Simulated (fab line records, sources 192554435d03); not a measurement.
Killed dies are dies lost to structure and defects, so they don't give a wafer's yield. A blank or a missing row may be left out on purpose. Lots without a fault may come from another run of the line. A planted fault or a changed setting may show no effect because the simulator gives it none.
fab line records | flow n5_finfet
record lots=6 wafers=16 last_day=18
route steps=1938 shown HKMG_FIN@401 BEOL_M4@1111 PASSIVATION@1936
lots that met no fault: from a run of the same line without faults
start_h: hours from the record's first day to the start of the lot's first wafer shown | wait_h: hours since the lot's step before | " the same as in the row above | L1.1+2: a row that stands for several wafers | - no value, or no start given | * or withheld: withheld | < > ~ a bound
route shown NAME@n: a module of which the file shows steps, and the number in the route of the first | usual: mean/standard deviation of fault-free wafers | same: alike in all rows | chamber/n: place in a boat | sites: the reading at each site | _std_site: their standard deviation | _edge_site: outer sites' mean less inner sites' | radius_mm: how far each site lies from the wafer's centre | mask NAME#n: copy n | behind: the tool/chamber that last shaped the wafer | hold: why the lot was held/for how many hours/how that ended | device: the transistor (n, p or np) that didn't switch | end of line: the same wafers' tests at the end of the route | a step without rows: its recipe alone | killed: dies lost to structure and defects at the first sort, not the wafer's yield | map: a wafer's dies, x killed, . not, _ none there
set.NAME: the setting as run; set.NAME@STEP: as run at that earlier step | model.NAME: the simulator's own value behind a step, which no gauge read
lots at some steps of the route; a table a step, a row a wafer
services: from which hour (start_h, from the record's first day; less than 0 if before it) a tool's chamber was out of use, for how many hours, and why
## steps
# step N5_HKMG_FIN_DESCUM_53
# recipe chemistry=O2 time_s=7.9 source_power_w=50 bias_power_w=20 pressure_mtorr=20 rf_frequency_hz=2.712e+07 temp_c=40 resist=CAR-ArF o2_flow_sccm=225
# step N5_HKMG_FIN_ETCH_54
# recipe chemistry=CF4 target=SiARC target_depth_a=455 mask_material=CAR-ArF time_s=75.8 ion_energy_ev=80 pressure_mtorr=40 source_w=545 bias_w=36 Ar_flow_sccm=100 cf4_flow_sccm=100 ends=cleared
# usual drypump_motor_current_A=5.6/0.55 etch_rf_on_time_s=76.5/1.9 oes_product_au=0.70/0.056 rf_vpp_V=184.1/1.1 showerhead_plenum_p_Torr=2.14/0.058 throttle_valve_pct=15.55/0.23
# columns lot.wafer tool chamber start_h wait_h drypump_motor_current_A etch_rf_on_time_s oes_product_au rf_hours_counter_h rf_vpp_V showerhead_plenum_p_Torr throttle_valve_pct
L465.3 rie_diel-03 3 91.71 0.0 6.0 75.7 0.66 106 184.6 2.15 15.30
L465.4 " 1 " " 6.1 78.5 0.80 12 183.5 2.20 15.33
L465.6 " 2 " " 5.6 74.8 0.83 - 184.8 2.20 15.16
L470.2 rie_diel-06 0 121.16 0.0 6.2 74.9 0.77 20 183.1 2.11 15.62
L470.6 " 1 " " 4.9 75.1 0.65 - 182.8 2.05 15.68
L474.1 rie_diel-02 3 145.69 0.0 5.4 76.6 0.66 136 185.0 2.23 15.67
L474.2 " 1 " " 5.1 79.3 0.73 29 184.3 2.11 15.58
L477.1 rie_diel-06 0 168.47 0.0 6.3 76.1 0.75 34 182.7 2.11 15.65
L477.4 " 3 " " 6.6 76.0 0.68 88 185.2 2.16 15.69
L477.6 " 2 " " 5.4 79.8 0.69 - 182.3 2.09 15.64
L485.1 rie_diel-03 3 218.18 0.0 6.0 74.8 0.64 145 183.8 2.14 15.38
L485.3 " 2 " " 5.6 76.0 0.73 43 184.1 2.18 15.26
L485.6 " 3 " " 6.0 74.8 0.64 - 185.9 2.14 15.39
L484.3 rie_diel-06 2 221.36 0.0 5.4 80.3 0.68 108 183.9 2.09 15.66
L484.5 " 3 " " 6.6 74.8 0.67 - 185.6 2.16 15.73
L484.6 " 0 " " 6.2 75.9 0.73 - 184.7 2.10 15.70
# step N5_HKMG_FIN_ETCH_55
# recipe chemistry=N2/H2 target=SOC target_depth_a=2400 temp_c=40 time_s=300 ion_energy_ev=200 mask_material=SiARC pressure_mtorr=30 source_w=840 bias_w=150 n2_flow_sccm=200 h2_flow_sccm=200
# usual drypump_motor_current_A=5.7/0.55 oes_product_au=0.83/0.066 rf_vpp_V=523.8/2.3 showerhead_plenum_p_Torr=2.54/0.078 temp_c=40.01/0.1 throttle_valve_pct=17.75/0.27
# columns lot.wafer tool chamber start_h wait_h drypump_motor_current_A oes_product_au rf_hours_counter_h rf_vpp_V showerhead_plenum_p_Torr temp_c throttle_valve_pct
L465.3 rie_diel-03 3 91.77 0.0 6.0 0.78 107 523.3 2.55 40.06 17.68
L465.4 " 1 " " 6.1 0.94 12 526.1 2.61 39.98 17.48
L465.6 " 2 " " 5.6 0.97 - 526.4 2.60 39.98 17.25
L470.2 rie_diel-06 0 121.22 0.0 6.3 0.90 20 523.3 2.49 39.98 17.75
L470.6 " 1 " " 4.8 0.77 - 521.0 2.43 39.86 17.83
L474.1 rie_diel-02 3 145.74 0.0 5.4 0.77 136 525.6 2.66 39.98 17.79
L474.2 " 1 " " 5.1 0.85 29 521.4 2.49 39.79 17.85
L477.1 rie_diel-06 0 168.52 0.0 6.3 0.87 34 523.3 2.48 40.04 17.77
L477.4 " 3 " " 6.6 0.80 88 523.3 2.58 40.20 18.09
L477.6 " 2 " " 5.5 0.80 - 522.3 2.46 40.09 17.65
L485.1 rie_diel-03 3 218.23 0.0 6.0 0.74 145 523.0 2.54 40.00 17.75
L485.3 " 2 " " 5.6 0.85 43 524.9 2.58 39.93 17.33
L485.6 " 3 " " 6.0 0.75 - 524.6 2.54 39.93 17.73
L484.3 rie_diel-06 2 221.42 0.0 5.4 0.78 108 521.0 2.45 39.91 17.70
L484.5 " 3 " " 6.6 0.79 - 523.7 2.57 40.00 18.10
L484.6 " 0 " " 6.2 0.86 - 522.0 2.48 40.11 17.79
# step N5_HKMG_FIN_STRIP_56
# recipe chemistry=N2/H2 temp_c=40 n2_flow_sccm=200 h2_flow_sccm=200 rf_frequency_hz=6e+07
# step N5_HKMG_FIN_STRIP_57
# recipe chemistry=CF4 resist=SiARC power_w=300 bias_power_w=75 pressure_mtorr=50 cf4_flow_sccm=150 rf_frequency_hz=6e+07
# usual bias_power_w=75.02/0.25 drypump_motor_current_A=5.6/0.55 oes_product_au=0.82/0.064 rf_vpp_V=271.1/1.4 showerhead_plenum_p_Torr=1.79/0.05 throttle_valve_pct=13.50/0.22
# columns lot.wafer tool chamber start_h wait_h bias_power_w drypump_motor_current_A oes_product_au rf_hours_counter_h rf_vpp_V showerhead_plenum_p_Torr throttle_valve_pct
L465.3 rie_diel-03 3 91.96 0.0 75.18 6.0 0.76 107 271.5 1.80 13.30
L465.4 " 1 " " 75.53 6.1 0.95 13 271.5 1.85 13.25
L465.6 " 2 " " 75.03 5.6 0.96 - 271.3 1.84 13.10
L470.2 rie_diel-06 0 121.41 0.0 75.16 6.2 0.89 20 270.4 1.76 13.51
L470.6 " 1 " " 75.41 4.8 0.75 - 268.9 1.72 13.65
L474.1 rie_diel-02 3 145.93 0.0 74.92 5.4 0.77 136 272.1 1.87 13.68
L474.2 " 1 " " 75.50 5.0 0.87 30 271.6 1.75 13.46
L477.1 rie_diel-06 0 168.71 0.0 74.99 6.2 0.86 34 270.4 1.76 13.56
L477.4 " 3 " " 75.14 6.6 0.78 88 270.6 1.81 13.61
L477.6 " 2 " " 74.91 5.4 0.83 - 270.8 1.76 13.58
L485.1 rie_diel-03 3 218.42 0.0 75.06 5.9 0.74 145 271.7 1.79 13.38
L485.3 " 2 " " 75.48 5.6 0.84 43 272.2 1.83 13.22
L485.6 " 3 " " 75.46 6.0 0.73 - 272.0 1.79 13.39
L484.3 rie_diel-06 2 221.61 0.0 75.13 5.4 0.80 109 269.0 1.75 13.63
L484.5 " 3 " " 74.66 6.6 0.77 - 271.1 1.80 13.66
L484.6 " 0 " " 75.45 6.2 0.84 - 270.6 1.76 13.59
# step N5_HKMG_FIN_ETCH_58
# recipe chemistry=N2/H2 target=SOC target_depth_a=2158 ion_energy_ev=50 bias_w=13 time_s=741 pressure_mtorr=30 source_w=875 n2_flow_sccm=200 h2_flow_sccm=200
# usual drypump_motor_current_A=5.7/0.55 oes_product_au=0.82/0.066 rf_vpp_V=99.1/0.99 showerhead_plenum_p_Torr=2.54/0.078 throttle_valve_pct=17.71/0.27
# columns lot.wafer tool chamber start_h wait_h drypump_motor_current_A oes_product_au rf_hours_counter_h rf_vpp_V showerhead_plenum_p_Torr throttle_valve_pct
L465.3 rie_diel-03 3 91.98 0.0 6.0 0.79 107 99.5 2.55 17.62
L465.4 " 1 " " 6.1 0.94 13 100.3 2.61 17.45
L465.6 " 2 " " 5.6 0.97 - 99.0 2.60 17.21
L470.2 rie_diel-06 0 121.43 0.0 6.2 0.92 20 96.4 2.49 17.70
L470.6 " 1 " " 4.8 0.77 - 100.5 2.43 17.79
L474.1 rie_diel-02 3 145.95 0.0 5.4 0.77 136 98.0 2.65 17.76
L474.2 " 1 " " 5.1 0.85 30 98.0 2.49 17.79
L477.1 rie_diel-06 0 168.73 0.0 6.2 0.87 34 98.0 2.48 17.72
L477.4 " 3 " " 6.6 0.80 89 100.6 2.58 18.04
L477.6 " 2 " " 5.4 0.80 - 99.2 2.46 17.62
L485.1 rie_diel-03 3 218.44 0.0 6.0 0.74 145 99.3 2.54 17.69
L485.3 " 2 " " 5.6 0.85 43 99.5 2.58 17.29
L485.6 " 3 " " 6.0 0.75 - 98.1 2.54 17.69
L484.3 rie_diel-06 2 221.63 0.0 5.4 0.78 109 98.0 2.45 17.63
L484.5 " 3 " " 6.6 0.78 - 98.7 2.57 18.05
L484.6 " 0 " " 6.3 0.86 - 97.8 2.48 17.75
# step N5_HKMG_FIN_STRIP_93
# recipe chemistry=N2/H2 material=SOC time_s=20 power_w=500 temp_c=40 pressure_mtorr=50 rf_frequency_hz=6e+07 bias_power_w=8 h2_frac=0.5 n2_flow_sccm=300 h2_flow_sccm=300
# usual bias_power_w=8.003/0.024 drypump_motor_current_A=5.7/0.55 oes_product_au=0.82/0.066 rf_vpp_V=54.3/0.91 showerhead_plenum_p_Torr=3.35/0.1 temp_c=39.97/0.11 throttle_valve_pct=18.9/0.49
# columns lot.wafer tool chamber start_h wait_h bias_power_w drypump_motor_current_A oes_product_au rf_hours_counter_h rf_vpp_V showerhead_plenum_p_Torr temp_c throttle_valve_pct
L465.3 rie_diel-03 3 92.41 0.2 7.979 6.0 0.78 107 53.7 3.37 39.98 19.4
L465.4 " 1 " " 7.986 6.2 0.93 13 54.2 3.44 40.12 18.7
L465.6 " 2 " " 7.987 5.6 0.97 - 55.6 3.42 39.85 18.1
L470.2 rie_diel-06 0 121.85 0.2 7.953 6.3 0.90 20 54.3 3.29 39.83 18.7
L470.6 " 1 " " 8.000 4.9 0.75 - 53.9 3.21 39.88 18.9
L474.1 rie_diel-02 3 146.38 0.2 8.034 5.4 0.78 136 54.4 3.50 40.00 18.7
L474.2 " 1 " " 8.042 5.1 0.86 30 54.0 3.29 40.05 19.1
L477.1 rie_diel-06 0 169.16 0.2 8.005 6.3 0.88 34 55.3 3.28 39.92 18.7
L477.4 " 3 " " 8.008 6.6 0.81 89 55.0 3.40 40.12 19.5
L477.6 " 2 " " 7.958 5.5 0.80 - 53.6 3.25 39.94 18.5
L485.1 rie_diel-03 3 218.87 0.2 8.011 6.0 0.75 145 54.0 3.35 39.96 19.4
L485.3 " 2 " " 8.026 5.6 0.86 44 53.2 3.40 39.99 18.2
L485.6 " 3 " " 8.007 6.0 0.75 - 55.5 3.35 39.95 19.4
L484.3 rie_diel-06 2 222.06 0.2 8.031 5.4 0.78 109 53.8 3.24 39.83 18.5
L484.5 " 3 " " 8.027 6.6 0.79 - 54.6 3.39 39.90 19.6
L484.6 " 0 " " 7.987 6.2 0.86 - 53.7 3.27 40.02 18.7
# step N5_HKMG_FIN_WET_ETCH_76
# recipe chemistry=dNH4OH mix=1:50 temp_c=25 target=Al2O3 stop_on=La2O3 target_depth_nm=2.25 dry=ipa_marangoni rinse_time_s=30 rinse_temp_c=23
# step N5_HKMG_FIN_STRIP_60
# recipe chemistry=N2/H2 power_w=2500 temp_c=300 h2_frac=0.65 time_s=360 pressure_mtorr=withheld n2_flow_sccm=1750 h2_flow_sccm=3250
# step N5_HKMG_FIN_WET_ETCH_77
# recipe chemistry=dHCl mix=1:10000 temp_c=25 target=La2O3 stop_on=HfO2 target_depth_nm=2
# step N5_HKMG_FIN_WET_ETCH_78
# recipe chemistry=dNH4OH mix=1:50 temp_c=25 target=Al2O3 stop_on=La2O3 target_depth_nm=4.5 dry=ipa_marangoni rinse_time_s=30 rinse_temp_c=23
# step N5_HKMG_FIN_ALD_79
# recipe material=TiN target_thk_a=15 temp_c=400 ald_precursor_family=TiCl4 ald_co_reactant=NH3 pulse_time_s=1 purge_time_s=3 co_reactant_purge_time_s=2 co_reactant_pulse_time_s=2 ald_cycles=68 pressure_torr=3
# step N5_HKMG_FIN_CVD_62
# recipe material=a-Si target_thk_a=30 temp_c=500 precursor=Si2H6 pressure_torr=1 time_s=20.8
# usual heater_power_w=1391/94
# columns lot.wafer tool chamber start_h wait_h heater_power_w model.a-Si_of_HKMG_FIN_CVD_62.thk_nm
L465.3 thermal_cvd_si-02 0 93.42 0.2 1440 3.2
L465.4 " 1 " " 1341 3
L465.6 " 0 " " 1491 3.2
L470.2 thermal_cvd_si-01 0 123.34 0.2 1372 2.2
L470.6 " 0 " " 1403 2.2
L474.1 thermal_cvd_si-01 2 147.38 0.2 1392 2.8
L474.2 " 0 " " 1415 1.8
L477.1 thermal_cvd_si-02 2 170.16 0.2 1230 3
L477.4 " 0 " " 1467 2.8
L477.6 " 1 " " 1346 3
L485.1 thermal_cvd_si-01 0 219.87 0.2 1413 3
L485.3 " 2 " " 1387 3
L485.6 " 2 " " 1394 3.2
L484.3 thermal_cvd_si-02 1 223.06 0.2 1344 3
L484.5 " 2 " " 1269 3
L484.6 " 0 " " 1462 3
# step N5_HKMG_FIN_RTA_80
# recipe temp_c=withheld time_s=2 ambient=N2 idle_temp_c=600 ramp_up_c_per_s=150 ramp_down_c_per_s=60 cool_to_c=600
# step N5_BEOL_M4_RC_MEAS_101
# usual DIBL_N=36.0/1.9 DIBL_P=36.0/2.1 IOFF_N=0.155/0.029 IOFF_P=0.20/0.032 ION_N=672/11 ION_P=461/6.9 SS_N=71.5/0.58 SS_P=73.2/0.64 VT_N=250.4/2.9 VT_P=-251.0/2.8
# columns lot.wafer tool chamber start_h wait_h DIBL_N[mV/V] DIBL_P[mV/V] IOFF_N[nA/um] IOFF_P[nA/um] ION_N[uA/um] ION_P[uA/um] SS_N[mV/dec] SS_P[mV/dec] VT_N[mV] VT_P[mV]
L465.3 prober-02 0 187.42 0.3 36.9 37.3 0.159 0.21 687 469 70.0 73.3 250.8 -250.4
L465.4 " 0 " " 36.7 37.1 0.155 0.22 678 466 71.9 73.6 249.7 -251.1
L465.6 " 0 " " 38.4 38.6 0.179 0.24 671 457 71.5 73.4 247.3 -247.1
L470.2 prober-01 0 227.88 0.2 37.4 37.2 0.167 0.23 670 462 71.2 72.6 249.2 -248.2
L470.6 " 0 " " 38.1 37.5 0.181 0.23 686 465 71.7 73.1 249.3 -247.8
L474.1 prober-01 0 249.65 0.0 37.5 36.7 0.189 0.22 674 457 72.7 73.3 247.8 -248.9
L474.2 " 0 " " 37.3 36.6 0.166 0.21 666 451 71.7 74.0 247.1 -250.2
L477.1 prober-01 0 263.93 0.0 34.9 36.2 0.129 0.19 647 449 72.0 73.1 252.0 -251.1
L477.4 " 0 " " 34.9 36.2 0.134 0.18 656 451 71.2 72.7 250.8 -251.4
L477.6 " 0 " " 37.1 39.3 0.184 0.23 692 469 72.2 73.7 248.3 -250.2
L485.1 prober-01 0 311.35 0.0 35.8 33.2 0.143 0.18 661 453 71.0 73.1 250.2 -253.6
L485.3 " 0 " " 37.8 36.0 0.173 0.22 665 453 72.0 74.1 247.7 -250.3
L485.6 " 0 " " 38.5 37.5 0.198 0.25 685 465 72.1 74.3 247.6 -248.4
L484.3 prober-01 0 314.09 0.3 35.8 37.0 0.160 0.22 668 457 71.4 73.0 250.4 -249.4
L484.5 " 0 " " 33.6 33.7 0.124 0.17 674 458 71.7 72.3 253.2 -252.8
L484.6 " 0 " " 34.4 35.3 0.145 0.19 671 456 70.9 73.3 249.8 -254.8
# step N5_PASSIVATION_PROBE_49
# usual defect_limited_yield=91.0/1.5 killed_at_M0_to_M3=33/9.4 killed_at_M4_up=14/4.8 killed_at_contacts=13/7.3 killed_at_front_end=43/13 killed_at_other=3.6/2.9 killed_dies=106/18 killed_open=69/13 killed_short=35/8.2 sort_bin_5_function=5.3/1 sort_bin_6_memory=3.3/0.68 sort_n_pass=1074/18 sort_yield_pct=91.0/1.5
# same gross_dies=1180 killed_at_back_side=0 sort_bin_4_leakage[%]=0 sort_bin_8_speed[%]=0
# columns lot.wafer tool chamber start_h wait_h defect_limited_yield[%] killed_at_M0_to_M3 killed_at_M4_up killed_at_contacts killed_at_front_end killed_at_other killed_dies killed_open killed_short sort_bin_5_function[%] sort_bin_6_memory[%] sort_n_pass sort_yield_pct[%]
L470.2 prober-01 - 325.61 0.1 90.7 26 15 6 61 2 110 66 43 6.0 3.1 1070 90.7
L470.6 prober-01 - 325.81 0.3 91.7 14 13 6 63 2 98 64 32 5.7 2.3 1082 91.7
L477.1 prober-01 - 360.91 0.0 90.1 32 17 14 48 6 117 78 36 5.7 4.0 1063 90.1
L477.4 prober-01 - 361.06 0.2 90.3 42 19 10 42 1 114 71 41 5.6 3.9 1066 90.3
L477.6 prober-01 - 361.16 0.3 90.7 54 16 6 33 1 110 72 38 5.3 3.6 1070 90.7
L485.1 prober-01 - 415.81 0.0 89.5 52 17 25 25 5 124 81 38 6.4 3.4 1056 89.5
L485.3 prober-01 - 415.91 0.1 87.4 49 18 24 55 3 149 93 54 8.1 3.9 1031 87.4
L485.6 prober-01 - 416.06 0.3 90.3 37 14 12 42 10 115 82 33 6.4 3.3 1065 90.3
L484.3 prober-01 - 428.23 0.1 93.3 33 11 4 25 6 79 52 25 3.8 2.5 1101 93.3
L484.5 prober-01 - 428.33 0.2 91.1 42 14 6 40 3 105 72 32 5.6 3.1 1075 91.1
L484.6 prober-01 - 428.38 0.3 91.6 32 15 20 22 10 99 61 37 4.5 3.5 1081 91.6
# killed by level:class
L470.2 FIN_SAQP:geometric_particle:short=16 FIN_SAQP:geometric_particle:open=12 STI_FIN_REVEAL:geometric_particle:open=12 BEOL_M4:geometric_particle:open=8 BEOL_M0_SAQP:geometric_particle:open=7 GATE_CUT:geometric_particle:short=6 BEOL_M3:geometric_particle:open=5 BEOL_M2:geometric_particle:open=5
L470.6 STI_FIN_REVEAL:geometric_particle:open=18 FIN_SAQP:geometric_particle:open=15 FIN_SAQP:geometric_particle:short=7 BEOL_M2:geometric_particle:open=7 BEOL_M4:geometric_particle:open=6 ILD0:geometric_particle:short=5 MOL_CONTACT_COAG:geometric_particle:open=5 STI_FIN_REVEAL:geometric_particle:short=3
L477.1 STI_FIN_REVEAL:geometric_particle:open=15 BEOL_M3:geometric_particle:open=13 MOL_CONTACT_COAG:geometric_particle:open=11 BEOL_M4:geometric_particle:open=9 STI_FIN_REVEAL:geometric_particle:short=6 BEOL_M0_SAQP:geometric_particle:open=6 DUMMY_GATE:geometric_particle:open=5 DUMMY_GATE:geometric_particle:short=4
L477.4 BEOL_M3:geometric_particle:open=14 FIN_SAQP:geometric_particle:short=10 STI_FIN_REVEAL:geometric_particle:open=10 BEOL_M2:geometric_particle:open=9 BEOL_M4:geometric_particle:open=8 FIN_SAQP:geometric_particle:open=7 MOL_CONTACT_COAG:geometric_particle:open=7 BEOL_M3:geometric_particle:short=7
L477.6 BEOL_M3:geometric_particle:open=19 BEOL_M2:geometric_particle:open=10 BEOL_M4:geometric_particle:open=9 BEOL_M0_SAQP:geometric_particle:short=8 STI_FIN_REVEAL:geometric_particle:open=7 BEOL_M3:geometric_particle:short=7 FIN_SAQP:geometric_particle:short=6 DUMMY_GATE:geometric_particle:open=6
L485.1 MOL_CONTACT_COAG:geometric_particle:open=19 BEOL_M2:geometric_particle:open=14 BEOL_M3:geometric_particle:open=10 BEOL_M3:geometric_particle:short=7 FIN_SAQP:geometric_particle:open=6 MOL_CONTACT_COAG:geometric_particle:short=6 BEOL_M1:geometric_particle:open=6 BEOL_M4:geometric_particle:open=6
L485.3 FIN_SAQP:geometric_particle:short=20 STI_FIN_REVEAL:geometric_particle:open=17 MOL_CONTACT_COAG:geometric_particle:open=17 BEOL_M3:geometric_particle:open=16 BEOL_M2:geometric_particle:open=8 FIN_SAQP:geometric_particle:open=7 MOL_CONTACT_COAG:geometric_particle:short=7 BEOL_M0_SAQP:geometric_particle:short=7
L485.6 STI_FIN_REVEAL:geometric_particle:open=9 MOL_CONTACT_COAG:geometric_particle:open=9 BEOL_M2:geometric_particle:open=9 BEOL_M3:geometric_particle:open=9 FIN_SAQP:geometric_particle:open=8 BEOL_M4:geometric_particle:open=7 STARTING-WAFER:geometric_particle:open=7 FIN_SAQP:geometric_particle:short=5
L484.3 BEOL_M0_SAQP:geometric_particle:open=11 BEOL_M1:geometric_particle:short=7 STI_FIN_REVEAL:geometric_particle:open=7 BEOL_M3:geometric_particle:open=6 FIN_SAQP:geometric_particle:short=5 BEOL_M2:geometric_particle:open=4 BEOL_M4:geometric_particle:open=4 BEOL_M5:geometric_particle:open=4
L484.5 BEOL_M3:geometric_particle:open=12 GATE_CUT:geometric_particle:open=11 BEOL_M0_SAQP:geometric_particle:open=9 STI_FIN_REVEAL:geometric_particle:open=8 BEOL_M0_SAQP:geometric_particle:short=8 BEOL_M2:geometric_particle:open=8 BEOL_M6:geometric_particle:open=6 GATE_CUT:geometric_particle:short=5
L484.6 MOL_CONTACT_COAG:geometric_particle:open=13 BEOL_M3:geometric_particle:open=10 MOL_CONTACT_COAG:geometric_particle:short=7 BEOL_M4:geometric_particle:open=7 BEOL_M0_SAQP:geometric_particle:open=6 BEOL_M0_SAQP:geometric_particle:short=5 BEOL_M1:geometric_particle:short=3 DUMMY_GATE:geometric_particle:open=3
## services
# columns tool chamber start_h hours kind
rie_diel-03 2 68.24 - clean
rie_diel-03 2 68.24 - consumable_replace:focus_ring
rie_diel-03 2 68.24 21.9 scheduled_down
rie_diel-03 2 68.24 21.9 vent_cycle
rie_diel-02 2 74.93 - clean
rie_diel-02 2 74.93 - consumable_replace:focus_ring
rie_diel-02 2 74.93 26.6 scheduled_down
rie_diel-02 2 74.93 26.6 vent_cycle
rie_diel-06 - 100.57 14.6 pm
rie_diel-06 0 131.05 5.5 repair
thermal_cvd_si-02 - 132.61 1.6 repair
thermal_cvd_si-01 0 156.42 10.8 repair
rie_diel-06 0 162.38 3.7 repair
rie_diel-02 1 162.82 3.1 repair
thermal_cvd_si-01 0 186.42 12.4 repair
## key
first_sign none at tools or gauges
model_effect step=N5_HKMG_FIN_CVD_62 value=a-Si_of_HKMG_FIN_CVD_62.thk_nm without=3 struck=2.067
met_at N5_HKMG_FIN_CVD_62
struck_wafers L470.2,L470.6,L474.2
fault kind=process_parameter_drift tool=thermal_cvd_si-01 chamber=- onset_h=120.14 steps=N5_HKMG_FIN_CVD_62 channel=time_s offset=* shape=step end_h=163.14 scope=struck_wafers_only stated=*
